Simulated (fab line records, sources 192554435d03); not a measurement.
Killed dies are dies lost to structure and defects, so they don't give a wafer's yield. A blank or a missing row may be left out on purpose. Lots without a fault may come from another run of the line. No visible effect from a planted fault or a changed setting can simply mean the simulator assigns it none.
The tool behind it: which one?    flow n5_finfet    24 lots with 72 wafers sampled at 5 steps, on a route of 1938 steps

== WHAT THE GAUGES READ, wafer by wafer ==
N5_BEOL_M9_OVL_MEAS_29. Usual: V8_OVL gives 0.6 nm (standard deviation 0.66).
lot   measured      on          V8_OVL (nm)    flag
L074  day 9 14:44   overlay-02  0.2 1.4 0.5    
L075  day 9 18:10   overlay-02  0.1 1.7 0.1    
L076  day 9 22:37   overlay-02  1.7 1.2 1.9    
L077  day 10 04:50  overlay-02  1.3 1.3 0.4    
L078  day 10 05:00  overlay-01  -0.4 0.6 0.2   
L079  day 10 13:25  overlay-02  1.3 0.9 1.0    
L080  day 10 21:00  overlay-01  -0.5 -0.1 0.2  
L081  day 11 16:31  overlay-02  1.3 1.2 1.6    
L082  day 11 23:18  overlay-02  -0.1 0.1 0.0   
L083  day 12 10:25  overlay-02  1.3 1.0 0.0    
L084  day 12 18:25  overlay-02  -0.3 0.4 1.2   
L085  day 12 18:35  overlay-02  0.3 -0.4 -0.2  
L086  day 12 21:04  overlay-02  1.0 -0.2 0.7   
L088  day 12 23:13  overlay-01  0.8 0.0 0.8    
L087  day 13 08:35  overlay-02  0.8 0.7 -0.4   
L089  day 13 08:51  overlay-01  0.3 1.1 0.7    
L090  day 13 12:37  overlay-02  1.7 1.8 2.1    
L094  day 14 13:11  overlay-01  -0.6 0.5 -0.6  
L091  day 14 13:13  overlay-01  0.1 -0.1 -0.1  
L092  day 14 16:13  overlay-02  -0.1 0.9 0.2   
L093  day 14 19:03  overlay-01  0.7 0.4 1.0    
L096  day 15 11:20  overlay-02  1.1 0.9 0.8    
L095  day 15 11:52  overlay-02  -0.1 0.1 0.4   
L097  day 15 12:57  overlay-01  1.7 2.2 0.3    

N5_BEOL_M9_THK_MEAS_53: measures by xrf. Usual: M9_THK gives 142.2 nm (standard deviation 2.9).
lot   measured      on             M9_THK (nm)        flag
L074  day 9 17:52   film_metro-01  143.7 142.5 142.6  
L075  day 9 21:56   film_metro-02  139.8 145.2 141.4  
L076  day 10 01:49  film_metro-01  137.9 139.9 140.0  
L077  day 10 08:13  film_metro-02  142.4 145.8 144.2  
L078  day 10 08:59  film_metro-01  144.6 144.1 139.1  
L079  day 10 17:00  film_metro-01  140.9 142.6 140.0  
L080  day 11 00:22  film_metro-01  144.5 142.7 142.7  
L081  day 11 19:32  film_metro-02  144.7 140.8 141.9  
L082  day 12 04:46  film_metro-01  141.3 140.1 144.9  
L083  day 12 13:15  film_metro-02  141.9 146.9 144.4  
L084  day 12 22:22  film_metro-02  139.3 139.4 142.3  
L085  day 12 23:14  film_metro-01  146.4 137.0 139.3  
L086  day 13 01:30  film_metro-01  140.9 144.4 138.7  
L088  day 13 01:50  film_metro-01  144.8 142.4 142.5  
L087  day 13 12:59  film_metro-02  139.5 142.3 146.0  
L089  day 13 12:31  film_metro-02  140.7 139.7 142.9  
L090  day 13 15:23  film_metro-01  140.4 139.2 144.0  
L094  day 14 15:55  film_metro-02  146.7 137.5 145.9  
L091  day 14 17:24  film_metro-02  139.5 139.4 141.3  
L092  day 14 20:14  film_metro-02  145.3 146.1 146.4  
L093  day 14 21:36  film_metro-02  142.6 141.0 147.2  
L096  day 15 15:16  film_metro-02  137.3 142.1 147.6  
L095  day 15 15:32  film_metro-01  141.7 141.2 149.6  
L097  day 15 17:40  film_metro-02  147.0 140.8 141.4  

== TOOL THAT RAN EACH LOT (tool first, then ch and the chambers of the sampled wafers, then the start) ==
lot   N5_BEOL_M9_VIA_ETCH_34              N5_BEOL_M9_DEGAS_44           N5_BEOL_M9_CMP_52
L074  rie_diel-06 ch 0,1,3, day 9 15:00   pvd_sputter-01, day 9 15:49   cmp-02 ch 0,1,3, day 9 17:34
L075  rie_diel-06 ch 1,3, day 9 18:43     pvd_sputter-03, day 9 19:53   cmp-02 ch 1,2,3, day 9 21:43
L076  rie_diel-06 ch 1,3, day 9 22:53     pvd_sputter-03, day 9 23:41   cmp-04 ch 1,2,3, day 10 01:31
L077  rie_diel-02 ch 1,2,3, day 10 05:07  pvd_sputter-01, day 10 06:36  cmp-03 ch 0,1, day 10 07:58
L078  rie_diel-02 ch 0,1,2, day 10 05:39  pvd_sputter-02, day 10 07:11  cmp-04 ch 0,1,3, day 10 08:43
L079  rie_diel-05 ch 2,3, day 10 13:43    pvd_sputter-02, day 10 15:36  cmp-03 ch 0,2,3, day 10 16:44
L080  rie_diel-02 ch 1,2,3, day 10 21:16  pvd_sputter-02, day 10 22:52  cmp-02 ch 0,2,3, day 11 00:04
L081  rie_diel-06 ch 0,1,3, day 11 17:05  pvd_sputter-01, day 11 18:01  cmp-03 ch 0,2,3, day 11 19:15
L082  rie_diel-05 ch 0,2,3, day 11 23:35  pvd_sputter-02, day 12 00:42  cmp-03 ch 0,2,3, day 12 04:30
L083  rie_diel-02 ch 1,2,3, day 12 10:41  pvd_sputter-01, day 12 11:35  cmp-02 ch 0,1,3, day 12 13:00
L084  rie_diel-05 ch 2,3, day 12 18:42    pvd_sputter-01, day 12 19:32  cmp-04 ch 2,3, day 12 22:04
L085  rie_diel-06 ch 0,2,3, day 12 18:53  pvd_sputter-03, day 12 19:50  cmp-02 ch 0,3, day 12 22:56
L086  rie_diel-05 ch 0,1,3, day 12 21:20  pvd_sputter-01, day 12 23:58  cmp-04 ch 0,1,3, day 13 01:14
L088  rie_diel-02 ch 2,3, day 12 23:29    pvd_sputter-01, day 13 00:19  cmp-02 ch 0,1,2, day 13 01:37
L087  rie_diel-05 ch 0,1,3, day 13 08:51  pvd_sputter-03, day 13 09:57  cmp-02 ch 2,3, day 13 12:42
L089  rie_diel-06 ch 0,1, day 13 09:07    pvd_sputter-03, day 13 10:07  cmp-04 ch 1,2, day 13 12:13
L090  rie_diel-02 ch 1,2,3, day 13 12:55  pvd_sputter-01, day 13 13:50  cmp-04 ch 2,3, day 13 15:05
L094  rie_diel-02 ch 0,1, day 14 13:26    pvd_sputter-01, day 14 14:17  cmp-03 ch 0,1,2, day 14 15:41
L091  rie_diel-05 ch 1,2,3, day 14 13:29  pvd_sputter-03, day 14 14:35  cmp-03 ch 0,1,3, day 14 17:08
L092  rie_diel-02 ch 1,2,3, day 14 17:01  pvd_sputter-03, day 14 18:08  cmp-04 ch 0,1,2, day 14 19:56
L093  rie_diel-02 ch 0,1, day 14 19:19    pvd_sputter-02, day 14 20:06  cmp-04 ch 0,1, day 14 21:19
L096  rie_diel-06 ch 1,2,3, day 15 11:36  pvd_sputter-02, day 15 12:54  cmp-02 ch 1,2,3, day 15 14:58
L095  rie_diel-05 ch 0,1,3, day 15 12:09  pvd_sputter-01, day 15 13:15  cmp-03 ch 0,1,2, day 15 15:14
L097  rie_diel-06 ch 1,2, day 15 13:42    pvd_sputter-01, day 15 16:10  cmp-03 ch 0,2,3, day 15 17:26
- N5_BEOL_M9_VIA_ETCH_34: etches SiCOH lowk in C4F6/O2, target depth 182.4 nm, time 68.4 s.
- N5_BEOL_M9_DEGAS_44: time 60 s.
- N5_BEOL_M9_CMP_52: polishes, stops on SiCOH lowk, t overpolish 7 s, target thk 140 nm.

== AS READ BY THE TOOLS THEMSELVES (means over the sampled wafers that have a number; for cases with no such wafer, the mark the record gives instead) ==
N5_BEOL_M9_VIA_ETCH_34. Usual: drypump_motor_current_A 5.7 A, standard deviation 0.53; oes_o_777_au 0.78 a.u., standard deviation 0.088; oes_product_au 0.79 a.u., standard deviation 0.091; rf_vpp_V 670 V, standard deviation 10; showerhead_plenum_p_Torr 2.91 Torr, standard deviation 0.1; throttle_valve_pct 20.93 %, standard deviation 0.25.
lot   tool         drypump_motor_current_A (A)  oes_o_777_au (a.u.)  oes_product_au (a.u.)  rf_vpp_V (V)  showerhead_plenum_p_Torr (Torr)  throttle_valve_pct (%)  flag
L074  rie_diel-06  6.0                          0.76                 0.77                   672           2.89                             20.69                   
L075  rie_diel-06  6.5                          0.76                 0.78                   678           2.96                             20.62                   
L076  rie_diel-06  6.6                          0.79                 0.81                   675           2.97                             20.58                   
L077  rie_diel-02  5.4                          0.87                 0.88                   674           3.00                             20.93                   
L078  rie_diel-02  5.3                          0.88                 0.88                   672           2.99                             20.96                   
L079  rie_diel-05  5.4                          0.71                 0.72                   670           2.96                             20.99                   
L080  rie_diel-02  5.4                          0.85                 0.88                   674           2.99                             20.94                   
L081  rie_diel-06  6.1                          0.75                 0.76                   672           2.88                             20.73                   
L082  rie_diel-05  5.6                          0.71                 0.71                   667           2.86                             21.09                   
L083  rie_diel-02  5.4                          0.84                 0.84                   673           2.99                             20.95                   
L084  rie_diel-05  5.2                          0.70                 0.70                   667           2.94                             21.24                   
L085  rie_diel-06  5.9                          0.78                 0.78                   667           2.80                             20.80                   
L086  rie_diel-05  5.8                          0.74                 0.75                   673           2.83                             20.90                   
L088  rie_diel-02  5.2                          0.80                 0.84                   681           3.01                             20.86                   
L087  rie_diel-05  5.8                          0.74                 0.75                   673           2.82                             20.91                   
L089  rie_diel-06  6.1                          0.77                 0.78                   668           2.89                             20.69                   
L090  rie_diel-02  5.4                          0.83                 0.84                   673           2.99                             20.96                   
L094  rie_diel-02  5.5                          0.86                 0.84                   664           2.96                             21.09                   
L091  rie_diel-05  5.4                          0.73                 0.73                   672           2.91                             21.06                   
L092  rie_diel-02  5.4                          0.82                 0.83                   673           2.98                             20.97                   
L093  rie_diel-02  5.4                          0.80                 0.77                   659           2.94                             21.18                   
L096  rie_diel-06  6.3                          0.78                 0.80                   669           2.89                             20.68                   
L095  rie_diel-05  5.8                          0.81                 0.81                   676           2.93                             20.79                   
L097  rie_diel-06  6.4                          0.82                 0.84                   664           2.91                             20.64                   

N5_BEOL_M9_DEGAS_44. Usual: 338 W for heater_power_w, sd 36.
lot   tool            heater_power_w (W)  flag
L074  pvd_sputter-01  336                 
L075  pvd_sputter-03  381                 
L076  pvd_sputter-03  383                 
L077  pvd_sputter-01  337                 
L078  pvd_sputter-02  327                 
L079  pvd_sputter-02  343                 
L080  pvd_sputter-02  319                 
L081  pvd_sputter-01  333                 
L082  pvd_sputter-02  331                 
L083  pvd_sputter-01  308                 
L084  pvd_sputter-01  317                 
L085  pvd_sputter-03  363                 
L086  pvd_sputter-01  318                 
L088  pvd_sputter-01  336                 
L087  pvd_sputter-03  361                 
L089  pvd_sputter-03  361                 
L090  pvd_sputter-01  305                 
L094  pvd_sputter-01  307                 
L091  pvd_sputter-03  350                 
L092  pvd_sputter-03  374                 
L093  pvd_sputter-02  351                 
L096  pvd_sputter-02  328                 
L095  pvd_sputter-01  339                 
L097  pvd_sputter-01  311                 

N5_BEOL_M9_CMP_52. Usual: barrier_field_endpoint_s 28.8 s, standard deviation 0.74; clearing_platen_down_force_psi 1.4999 psi, standard deviation 0.0029; motor_current_A 5.9 A, standard deviation 0.53; overpolish_run_s 7.000 s, standard deviation 0.0087; time_to_endpoint_s 65 s, standard deviation 3.5.
lot   tool    barrier_field_endpoint_s (s)  clearing_platen_down_force_psi (psi)  motor_current_A (A)  overpolish_run_s (s)  time_to_endpoint_s (s)  flag
L074  cmp-02  28.3                          1.5010                                5.8                  7.002                 65                      
L075  cmp-02  28.9                          1.5012                                6.0                  7.011                 66                      
L076  cmp-04  28.2                          1.5006                                6.1                  6.999                 62                      
L077  cmp-03  29.8                          1.5009                                5.9                  7.005                 68                      
L078  cmp-04  28.0                          1.5002                                6.1                  7.004                 64                      
L079  cmp-03  29.5                          1.5006                                5.8                  7.002                 66                      
L080  cmp-02  28.7                          1.5025                                5.8                  6.997                 66                      
L081  cmp-03  28.6                          1.5031                                5.9                  7.001                 68                      
L082  cmp-03  28.8                          1.5003                                5.9                  6.997                 66                      
L083  cmp-02  28.4                          1.4982                                5.8                  7.000                 64                      
L084  cmp-04  28.2                          1.5019                                5.4                  7.000                 62                      
L085  cmp-02  28.2                          1.4998                                5.8                  7.002                 61                      
L086  cmp-04  29.1                          1.5012                                6.1                  6.997                 64                      
L088  cmp-02  28.6                          1.4993                                5.6                  7.005                 63                      
L087  cmp-02  29.1                          1.5000                                6.2                  7.001                 66                      
L089  cmp-04  28.6                          1.4970                                6.2                  6.994                 64                      
L090  cmp-04  28.2                          1.4973                                5.5                  7.006                 57                      
L094  cmp-03  29.4                          1.4982                                6.2                  7.000                 66                      
L091  cmp-03  28.6                          1.4978                                6.2                  6.992                 67                      
L092  cmp-04  28.8                          1.4992                                6.1                  7.008                 67                      
L093  cmp-04  29.5                          1.5010                                6.5                  6.993                 66                      
L096  cmp-02  29.2                          1.4965                                6.1                  7.002                 68                      
L095  cmp-03  29.1                          1.5007                                6.2                  7.007                 66                      
L097  cmp-03  29.3                          1.4983                                5.9                  6.999                 67                      

== THE ANSWER, worked out from the rows above alone ==
Rule: a lot is off if the mean of its wafers that have a number lies more than 3 standard deviations from the usual mean. A lot without any number at a reading at which 4 lots or more have one is off too. All remaining lots with rows at the step are treated as sound. First the gauges in route order, then the tools' own readings, where a lot's mean is used as printed above. At the first step where some lot is off, the reading lying furthest off is the one used; lots without a number count as furthest.
No lot is off at any reading shown: from this, nothing can be told.

== WHAT HAD BEEN PUT IN BY THE SIMULATOR ==
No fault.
